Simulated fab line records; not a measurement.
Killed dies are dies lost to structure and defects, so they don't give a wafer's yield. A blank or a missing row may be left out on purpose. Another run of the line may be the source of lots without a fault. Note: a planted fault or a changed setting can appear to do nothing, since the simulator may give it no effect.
Chamber matching || flow nand_harc || 4 sister chambers for NHARC_P_M2_ETCH_15 on rie_diel-06
The step etches the open film in C4F8/Ar, target depth 182.5 nm, time 91.2 s. 8 wafers are shown with their chamber, then 9 later ones without.

WAFERS, EACH WITH ITS CHAMBER
{"wafer": "L917.5", "chamber": 3, "rf_vpp_V (V)": 443.9, "chamber_pressure_mTorr (mTorr)": 25.023}
{"wafer": "L916.6", "chamber": 1, "rf_vpp_V (V)": 436.1, "chamber_pressure_mTorr (mTorr)": 24.972}
{"wafer": "L922.1", "chamber": 3, "rf_vpp_V (V)": 444.0, "chamber_pressure_mTorr (mTorr)": 25.002}
{"wafer": "L922.2", "chamber": 0, "rf_vpp_V (V)": 440.6, "chamber_pressure_mTorr (mTorr)": 24.978}
{"wafer": "L922.6", "chamber": 2, "rf_vpp_V (V)": 445.3, "chamber_pressure_mTorr (mTorr)": 25.010}
{"wafer": "L924.1", "chamber": 1, "rf_vpp_V (V)": 437.5, "chamber_pressure_mTorr (mTorr)": 25.036}
{"wafer": "L924.4", "chamber": 2, "rf_vpp_V (V)": 443.1, "chamber_pressure_mTorr (mTorr)": 24.990}
{"wafer": "L924.5", "chamber": 0, "rf_vpp_V (V)": 441.5, "chamber_pressure_mTorr (mTorr)": 25.021}

WAFERS MISSING THEIR CHAMBER
{"wafer": "L926.1", "rf_vpp_V (V)": 439.9, "chamber_pressure_mTorr (mTorr)": 24.972}
{"wafer": "L926.4", "rf_vpp_V (V)": 446.7, "chamber_pressure_mTorr (mTorr)": 25.011}
{"wafer": "L926.6", "rf_vpp_V (V)": 444.1, "chamber_pressure_mTorr (mTorr)": 25.012}
{"wafer": "L932.1", "rf_vpp_V (V)": 444.5, "chamber_pressure_mTorr (mTorr)": 25.003}
{"wafer": "L932.2", "rf_vpp_V (V)": 438.6, "chamber_pressure_mTorr (mTorr)": 24.989}
{"wafer": "L932.6", "rf_vpp_V (V)": 444.6, "chamber_pressure_mTorr (mTorr)": 24.991}
{"wafer": "L933.3", "rf_vpp_V (V)": 439.8, "chamber_pressure_mTorr (mTorr)": 25.003}
{"wafer": "L933.4", "rf_vpp_V (V)": 445.2, "chamber_pressure_mTorr (mTorr)": 24.980}
{"wafer": "L933.6", "rf_vpp_V (V)": 441.1, "chamber_pressure_mTorr (mTorr)": 25.008}

THE CHAMBER EACH PASSED THROUGH
{"wafer": "L926.1", "from the rows above": "can't be placed: 0 or 1", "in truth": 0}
{"wafer": "L926.4", "from the rows above": "can't be placed: 2 or 3", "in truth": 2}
{"wafer": "L926.6", "from the rows above": "can't be placed: 3 or 2", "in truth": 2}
{"wafer": "L932.1", "from the rows above": "can't be placed: 2 or 3", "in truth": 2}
{"wafer": "L932.2", "from the rows above": "can't be placed: 1 or 0", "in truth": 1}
{"wafer": "L932.6", "from the rows above": "can't be placed: 2 or 3", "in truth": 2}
{"wafer": "L933.3", "from the rows above": "can't be placed: 0 or 1", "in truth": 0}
{"wafer": "L933.4", "from the rows above": "can't be placed: 2 or 3", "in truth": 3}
{"wafer": "L933.6", "from the rows above": 0, "in truth": 0}
Correct placement for 1 of the 9. Cannot be placed on the basis of these rows: 8; the candidates contain the true chamber in 8. 0 placed wrongly.
How it was worked out, from the rows above alone: a wafer's distance from a chamber is the root of the sum, over the readings, of the square of ((its reading less the chamber's mean) divided by the reading's scatter). If the next closest chamber is less than 2 further off than the closest, the wafer can't be placed; otherwise it belongs to the closest. Each chamber's mean is taken over the wafers shown for it. The scatter is the square root of a quotient: the sum, over the shown wafers, of each reading's squared deviation from its chamber's mean, divided by wafers minus chambers.
